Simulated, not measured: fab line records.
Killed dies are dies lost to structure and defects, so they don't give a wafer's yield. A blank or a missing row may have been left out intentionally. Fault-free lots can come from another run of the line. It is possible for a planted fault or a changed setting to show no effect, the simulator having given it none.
Matching of chambers || flow n5_finfet || N5_BEOL_M4_STRIP_36 on rie_diel-06: 4 sister chambers
The step strips in N2/H2. 4 wafers are shown with their chamber, then 7 later ones without.

WAFERS, EACH WITH ITS CHAMBER
{"wafer": "L080.3", "chamber": 1, "showerhead_plenum_p_Torr (Torr)": 2.52}
{"wafer": "L080.4", "chamber": 0, "showerhead_plenum_p_Torr (Torr)": 2.69}
{"wafer": "L081.1", "chamber": 2, "showerhead_plenum_p_Torr (Torr)": 2.48}
{"wafer": "L081.2", "chamber": 3, "showerhead_plenum_p_Torr (Torr)": 2.40}

WAFERS WITHOUT THEIR CHAMBER
{"wafer": "L081.5", "showerhead_plenum_p_Torr (Torr)": 2.40}
{"wafer": "L083.1", "showerhead_plenum_p_Torr (Torr)": 2.40}
{"wafer": "L083.3", "showerhead_plenum_p_Torr (Torr)": 2.52}
{"wafer": "L083.6", "showerhead_plenum_p_Torr (Torr)": 2.52}
{"wafer": "L093.1", "showerhead_plenum_p_Torr (Torr)": 2.72}
{"wafer": "L093.3", "showerhead_plenum_p_Torr (Torr)": 2.47}
{"wafer": "L093.6", "showerhead_plenum_p_Torr (Torr)": 2.68}

CHAMBER TAKEN BY EACH
{"wafer": "L081.5", "from the rows above": 3, "in truth": 3}
{"wafer": "L083.1", "from the rows above": 3, "in truth": 3}
{"wafer": "L083.3", "from the rows above": 1, "in truth": 1}
{"wafer": "L083.6", "from the rows above": 1, "in truth": 1}
{"wafer": "L093.1", "from the rows above": 0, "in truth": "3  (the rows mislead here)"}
{"wafer": "L093.3", "from the rows above": 2, "in truth": 2}
{"wafer": "L093.6", "from the rows above": 0, "in truth": 0}
Placed correctly: 6 of 7. Not placeable from these rows: 0. Placed wrongly: 1.
How it was worked out, from the rows above alone: a wafer's distance from a chamber is the root of the sum, over the readings, of the square of ((its reading less the chamber's mean) divided by the reading's scatter). The wafer belongs to the nearest chamber; if the next one is less than 2 further off, it can't be placed. A chamber's mean is the mean of its shown wafers. The scatter (one wafer shown for each chamber): square how far every hidden wafer sits from the nearest shown wafer, average those squares and take the square root.
